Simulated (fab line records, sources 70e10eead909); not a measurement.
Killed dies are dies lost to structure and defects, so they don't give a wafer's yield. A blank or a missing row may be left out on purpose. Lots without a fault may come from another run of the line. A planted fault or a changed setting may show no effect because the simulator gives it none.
fab line records | flow nand_harc
record lots=11 wafers=33 last_day=33
route steps=1302 shown P_ZERO_WELL@19 P_GATE@213 P_CONTACT@237
lots that met no fault: from a run of the same line without faults
start_h: hours from the record's first day to the start of the lot's first wafer shown | wait_h: hours since the lot's step before | " the same as in the row above | L1.1+2: a row that stands for several wafers | - no value, or no start given | * or withheld: withheld | < > ~ a bound
route shown NAME@n: a module of which the file shows steps, and the number in the route of the first | usual: mean/standard deviation of fault-free wafers | same: alike in all rows | chamber/n: place in a boat | sites: the reading at each site | _std_site: their standard deviation | _edge_site: outer sites' mean less inner sites' | radius_mm: how far each site lies from the wafer's centre | mask NAME#n: copy n | behind: the tool/chamber that last shaped the wafer | hold: why the lot was held/for how many hours/how that ended | device: the transistor (n, p or np) that didn't switch | end of line: the same wafers' tests at the end of the route | a step without rows: its recipe alone | killed: dies lost to structure and defects at the first sort, not the wafer's yield | map: a wafer's dies, x killed, . not, _ none there
set.NAME: the setting as run; set.NAME@STEP: as run at that earlier step | model.NAME: the simulator's own value behind a step, which no gauge read
steps of the route over a sample of lots; a table a step, a row a wafer
services: from which hour (start_h, from the record's first day; less than 0 if before it) a tool's chamber was out of use, for how many hours, and why
## steps
# step NHARC_P_ZERO_WELL_ETCH_63
# recipe target_depth_a=1200 time_s=40.1 hbr_flow_sccm=150 cl2_flow_sccm=50 rf_w=400 icp_w=400 bias_w=100 chemistry=HBr/Cl2
# usual drypump_motor_current_A=5.8/0.48 oes_product_au=0.999/0.012 throttle_valve_pct=26.406/0.0091
# columns lot.wafer tool chamber start_h wait_h drypump_motor_current_A oes_product_au rf_hours_counter_h throttle_valve_pct
L224.4 rie_si-02 3 31.65 - 5.2 1.019 0.64 26.397
L224.3 " 0 " " 5.6 0.997 0.53 26.405
L224.6 " 3 " " 5.2 1.015 - 26.402
L225.3 rie_si-02 1 41.58 - 5.2 1.008 0.51 26.399
L225.1 " 2 " " 6.6 1.011 0.62 26.406
L225.6 " 2 " " 6.6 1.000 - 26.403
L228.2 rie_si-01 2 71.71 - 6.2 1.002 0.30 26.409
L228.3 " 3 " " 6.1 0.986 0.23 26.416
L228.6 " 1 " " 5.9 1.009 - 26.432
L232.2 rie_si-01 2 111.75 - 6.1 0.999 0.58 26.413
L232.3 " 1 " " 5.9 0.998 0.53 26.401
L232.4 " 2 " " 6.2 0.988 - 26.404
L233.3 rie_si-03 3 121.53 - 5.7 0.985 0.45 26.412
L233.6 " 3 " " 5.7 0.986 - 26.403
L233.5 " 0 " " 5.5 0.991 - 26.414
L234.2 rie_si-01 0 132.65 - 5.6 0.981 0.71 26.420
L234.1 " 1 " " 5.9 1.013 0.67 26.410
L234.6 " 3 " " 6.1 0.981 - 26.405
L240.1 rie_si-01 3 191.66 - 6.1 0.991 0.86 26.413
L240.3 " 1 " " 5.9 1.003 1.14 26.394
L240.5 " 3 " " 6.1 0.991 - 26.415
L243.2 rie_si-02 2 221.67 - 6.6 1.002 0.67 26.391
L243.1 " 3 " " 5.2 1.002 0.61 26.413
L243.5 " 0 " " 5.6 0.985 - 26.415
L244.4 rie_si-03 3 231.59 - 5.7 0.986 0.00 26.418
L244.6 " 3 " " 5.7 0.987 - 26.416
L244.5 " 0 " " 5.6 1.001 - 26.407
L245.2 rie_si-03 3 241.70 - 5.7 0.995 0.05 26.409
L245.3 " 0 " " 5.5 1.003 0.05 26.408
L245.5 " 0 " " 5.6 0.999 - 26.395
L246.4 rie_si-03 3 251.69 - 5.7 0.998 0.11 26.397
L246.3 " 0 " " 5.6 1.005 0.13 26.426
L246.5 " 1 " " 6.7 1.001 - 26.401
# step NHARC_P_ZERO_WELL_EXPOSE_21
# recipe na=0.6 target_cd_nm=720 dose_mj=22.31 mask_id=P_NWELL
# usual focus_offset_nm=0.0/0.53
# columns lot.wafer tool chamber start_h wait_h mask focus_offset_nm
L224.3 krf_scanner-01 0 32.59 - P_NWELL#0 -1.3
L224.4 " 0 " " P_NWELL#0 -0.8
L224.6 " 0 " " P_NWELL#0 0.4
L225.1 krf_scanner-04 0 42.40 - P_NWELL#0 -0.9
L225.3 " 0 " " P_NWELL#0 -0.1
L225.6 " 0 " " P_NWELL#0 0.0
L228.2 krf_scanner-01 0 72.46 - P_NWELL#0 0.9
L228.3 " 0 " " P_NWELL#0 0.3
L228.6 " 0 " " P_NWELL#0 0.3
L232.2 krf_scanner-04 0 112.56 - P_NWELL#0 0.4
L232.3 " 0 " " P_NWELL#0 0.0
L232.4 " 0 " " P_NWELL#0 -0.3
L233.3 krf_scanner-03 0 122.31 - P_NWELL#0 -0.4
L233.5 " 0 " " P_NWELL#0 0.6
L233.6 " 0 " " P_NWELL#0 -0.3
L234.1 krf_scanner-01 0 133.39 - P_NWELL_R1#0 0.1
L234.2 " 0 " " P_NWELL_R1#0 0.3
L234.6 " 0 " " P_NWELL_R1#0 -0.1
L240.1 krf_scanner-01 0 192.42 - P_NWELL#0 0.6
L240.3 " 0 " " P_NWELL#0 0.2
L240.5 " 0 " " P_NWELL#0 0.2
L243.1 krf_scanner-01 0 222.29 - P_NWELL#0 0.3
L243.2 " 0 " " P_NWELL#0 0.9
L243.5 " 0 " " P_NWELL#0 0.8
L244.4 krf_scanner-01 0 232.25 - P_NWELL#0 0.0
L244.5 " 0 " " P_NWELL#0 -0.4
L244.6 " 0 " " P_NWELL#0 0.0
L245.2 krf_scanner-01 0 242.35 - P_NWELL#0 0.5
L245.3 " 0 " " P_NWELL#0 0.3
L245.5 " 0 " " P_NWELL#0 0.4
L246.3 krf_scanner-01 0 252.32 - P_NWELL#0 0.8
L246.4 " 0 " " P_NWELL#0 -0.1
L246.5 " 0 " " P_NWELL#0 1.1
# step NHARC_P_ZERO_WELL_CD_MEAS_24
# recipe target_cd_nm=720 landing_energy_ev=500
# usual cd_nm=720.8/2
# columns lot.wafer tool chamber start_h wait_h cd_nm
L224.3 cd_sem-01 0 32.74 - 723.8
L224.4 " 0 " " 723.5
L224.6 " 0 " " 720.7
L225.1 cd_sem-03 0 42.56 - 719.1
L225.3 " 0 " " 721.5
L225.6 " 0 " " 722.8
L228.2 cd_sem-03 0 72.61 - 717.8
L228.3 " 0 " " 716.7
L228.6 " 0 " " 720.8
L232.2 cd_sem-02 0 112.71 - 721.6
L232.3 " 0 " " 719.6
L232.4 " 0 " " 720.3
L233.3 cd_sem-02 0 122.46 - 722.3
L233.5 " 0 " " 720.2
L233.6 " 0 " " 720.5
L234.1 cd_sem-03 0 133.54 - 709.4
L234.2 " 0 " " 702.3
L234.6 " 0 " " 706.8
L240.1 cd_sem-02 0 192.58 - 722.2
L240.3 " 0 " " 721.0
L240.5 " 0 " " 721.5
L243.1 cd_sem-02 0 222.44 - 719.3
L243.2 " 0 " " 719.9
L243.5 " 0 " " 723.2
L244.4 cd_sem-01 0 232.40 - 718.6
L244.5 " 0 " " 722.9
L244.6 " 0 " " 721.9
L245.2 cd_sem-03 0 242.50 - 719.8
L245.3 " 0 " " 719.7
L245.5 " 0 " " 723.2
L246.3 cd_sem-01 0 252.47 - 717.3
L246.4 " 0 " " 721.0
L246.5 " 0 " " 721.6
# step NHARC_P_GATE_RTA_80
# recipe temp_c=300 time_s=30
# usual lamp_power_pct=2.05/0.098 lamp_zone_1_pct=2.05/0.098 wafer_temp_C_max=301.2/0.47
# columns lot.wafer tool chamber start_h wait_h lamp_power_pct lamp_zone_1_pct wafer_temp_C_max
L224.3 rtp_anneal-01 0 126.80 - 2.14 2.14 301.1
L224.4 " 0 " " 2.14 2.15 301.1
L224.6 " 0 " " 2.14 2.14 301.6
L225.1 rtp_anneal-01 0 129.86 - 2.14 2.14 301.4
L225.3 " 0 " " 2.14 2.14 300.5
L225.6 " 0 " " 2.14 2.14 301.6
L228.2 rtp_anneal-01 0 162.98 - 2.16 2.16 301.3
L228.3 " 0 " " 2.16 2.16 301.4
L228.6 " 0 " " 2.16 2.16 302.0
L232.2 rtp_anneal-01 0 205.10 - 2.14 2.14 301.7
L232.3 " 0 " " 2.14 2.14 301.2
L232.4 " 0 " " 2.14 2.14 301.7
L233.3 rtp_anneal-02 0 212.68 - 1.95 1.96 301.1
L233.5 " 0 " " 1.96 1.95 301.0
L233.6 " 0 " " 1.95 1.96 301.1
L234.1 rtp_anneal-01 0 225.85 - 2.14 2.15 301.5
L234.2 " 0 " " 2.15 2.14 302.2
L234.6 " 0 " " 2.14 2.14 301.4
L240.1 rtp_anneal-02 0 284.84 - 1.96 1.95 300.4
L240.3 " 0 " " 1.95 1.95 300.8
L240.5 " 0 " " 1.95 1.95 301.0
L243.1 rtp_anneal-01 0 321.21 - 2.14 2.14 301.4
L243.2 " 0 " " 2.14 2.14 301.9
L243.5 " 0 " " 2.14 2.14 301.4
L244.4 rtp_anneal-01 0 344.07 - 2.14 2.14 301.2
L244.5 " 0 " " 2.14 2.14 301.4
L244.6 " 0 " " 2.14 2.14 301.0
L245.2 rtp_anneal-01 0 353.14 - 2.14 2.14 301.0
L245.3 " 0 " " 2.14 2.14 301.6
L245.5 " 0 " " 2.14 2.14 301.2
L246.3 rtp_anneal-01 0 354.46 - 2.14 2.15 302.1
L246.4 " 0 " " 2.15 2.14 301.8
L246.5 " 0 " " 2.14 2.15 301.7
# step NHARC_P_CONTACT_ETCH_36
# recipe target_depth_a=2600 over_etch_frac=0.25 time_s=406.25 ion_energy_ev=200 n2_flow_sccm=150 h2_flow_sccm=150 ar_flow_sccm=0 rf_w=400 bias_w=150 chemistry=N2/H2
# usual drypump_motor_current_A=5.8/0.56 h2_flow_sccm=150.0/0.43 mfc_ar_sccm=0.012/0.017 oes_product_au=1.001/0.0087 rf_vpp_V=430.3/2.7 showerhead_plenum_p_Torr=2.03/0.096 throttle_valve_pct=14.172/0.0089
# columns lot.wafer tool chamber start_h wait_h drypump_motor_current_A h2_flow_sccm mfc_ar_sccm oes_product_au rf_hours_counter_h rf_vpp_V showerhead_plenum_p_Torr throttle_valve_pct
L224.3 rie_diel-08 0 - - 5.7 149.4 0.007 1.010 5.7 431.1 2.06 14.170
L224.4 " 2 " " 6.2 150.1 0 1.011 5.3 427.0 1.93 14.167
L224.6 " 3 " " 6.8 150.1 0.044 1.000 - 432.5 2.12 14.175
L225.1 rie_diel-09 3 - - 5.8 149.4 0.026 0.993 5.6 427.5 1.95 14.161
L225.3 " 0 " " 6.3 149.9 0 0.996 4.8 433.3 2.17 14.183
L225.6 " 2 " " 4.9 149.9 0.005 1.014 - 427.4 1.94 14.170
L228.3 rie_diel-09 1 - - 5.6 150.0 0.040 1.003 0.2 427.6 1.92 14.166
L228.2 " 3 " " 5.8 150.7 0.026 1.007 0.2 428.9 1.95 14.186
L228.6 " 1 " " 5.6 150.3 0.040 0.995 - 428.3 1.92 14.172
L232.3 rie_diel-11 3 - - 5.1 150.1 0 0.984 3.0 429.5 1.99 14.158
L232.4 " 1 " " 5.8 150.1 0 0.987 3.0 427.6 1.92 14.172
L232.2 " 2 " " 5.1 150.3 0.017 0.985 3.2 431.1 2.03 14.178
L233.3 rie_diel-08 1 - - 5.1 150.7 0 1.006 1.3 432.9 2.16 14.155
L233.5 " 2 " " 6.2 150.4 0 1.006 - 427.2 1.92 14.152
L233.6 " 3 " " 6.9 149.7 0.044 1.002 - 433.5 2.12 14.164
L234.2 rie_diel-08 0 - - 5.7 149.9 0.007 1.002 2.0 432.0 2.06 14.173
L234.1 " 2 " " 6.2 150.3 0 0.998 1.9 426.9 1.92 14.173
L234.6 " 0 " " 5.7 150.5 0.007 1.010 - 431.8 2.06 14.175
L240.1 rie_diel-08 0 - - 5.7 150.6 0.007 1.004 6.1 430.7 2.05 14.178
L240.3 " 1 " " 5.2 150.1 0 0.995 6.5 433.2 2.16 14.187
L240.5 " 3 " " 6.8 149.8 0.044 1.002 - 431.6 2.12 14.174
L243.2 rie_diel-08 3 - - 6.8 149.9 0.044 1.006 6.2 432.9 2.12 14.167
L243.1 " 0 " " 5.7 150.5 0.007 1.012 8.0 429.0 2.05 14.164
L243.5 " 1 " " 5.2 149.8 0 0.999 - 434.5 2.16 14.177
L244.4 rie_diel-08 1 - - 5.2 150.2 0 0.999 9.7 432.8 2.16 14.182
L244.6 " 0 " " 5.7 150.0 0.007 1.012 - 430.4 2.05 14.182
L244.5 " 1 " " 5.2 150.3 0 1.004 - 432.8 2.16 14.182
L245.3 rie_diel-09 1 - - 5.6 150.0 0.040 0.990 0.4 428.7 1.92 14.171
L245.2 " 3 " " 5.8 149.7 0.026 0.993 0.5 428.7 1.95 14.178
L245.5 " 3 " " 5.8 149.9 0.026 0.999 - 428.6 1.95 14.168
L246.3 rie_diel-11 0 - - 5.7 150.5 0 0.998 1.9 428.0 1.98 14.154
L246.4 " 0 " " 5.7 150.4 0 0.998 - 430.4 1.98 14.182
L246.5 " 1 " " 5.8 150.5 0 0.978 - 426.2 1.91 14.163
## services
# columns tool chamber start_h hours kind
rie_si-03 3 9.21 12.3 repair
rie_diel-08 1 12.14 15.9 repair
rie_diel-08 - 13.91 9.0 pm
rie_si-01 - 16.00 9.0 pm
krf_scanner-01 - 24.82 0.2 repair
krf_scanner-01 - 43.65 0.8 repair
rie_si-03 - 44.00 9.0 pm
rie_diel-08 - 62.71 4.4 repair
rie_si-03 - 90.58 0.5 repair
rie_si-01 1 94.60 2.7 repair
rie_si-01 3 108.84 6.5 repair
rie_si-03 2 128.63 11.1 repair
krf_scanner-01 - 140.00 4.0 pm
rie_si-01 3 145.25 31.5 repair
rie_si-01 2 167.55 8.8 repair
rie_si-01 - 169.16 0.9 repair
rie_diel-08 - 190.94 9.0 pm
rie_si-01 - 193.00 9.0 pm
rie_diel-08 3 237.34 8.9 repair
rie_diel-08 3 250.95 9.5 repair
rie_diel-08 0 259.11 1.2 repair
krf_scanner-01 - 312.00 4.0 pm
krf_scanner-01 - 327.43 1.7 repair
rie_diel-08 3 330.01 16.1 repair
## key
first_sign step=NHARC_P_ZERO_WELL_EXPOSE_21 reading=mask direction=changed
effect step=NHARC_P_ZERO_WELL_CD_MEAS_24 reading=cd_nm direction=down sigmas=7.3 usual=720.8 struck=706.2
met_at NHARC_P_ZERO_WELL_EXPOSE_21
struck_lots L234
tester_left_out L234
not_acting_at NHARC_P_ZERO_WELL_ETCH_63,NHARC_P_GATE_RTA_80,NHARC_P_CONTACT_ETCH_36
onset_between 72.46 133.39
fault kind=wrong_mask tool=any chamber=- onset_h=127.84 steps=NHARC_P_ZERO_WELL_EXPOSE_21 aux_copy=P_NWELL_R1#0 cd_offset_nm=-14.649 scope=struck_lots_only
# tester_left_out: of these lots the tester's yield and bins aren't shown, on N5 and GAA mostly nor the transistor test; their killed dies are dies lost to structure and defects alone, not to doping, threshold or leakage, so they don't give the yield
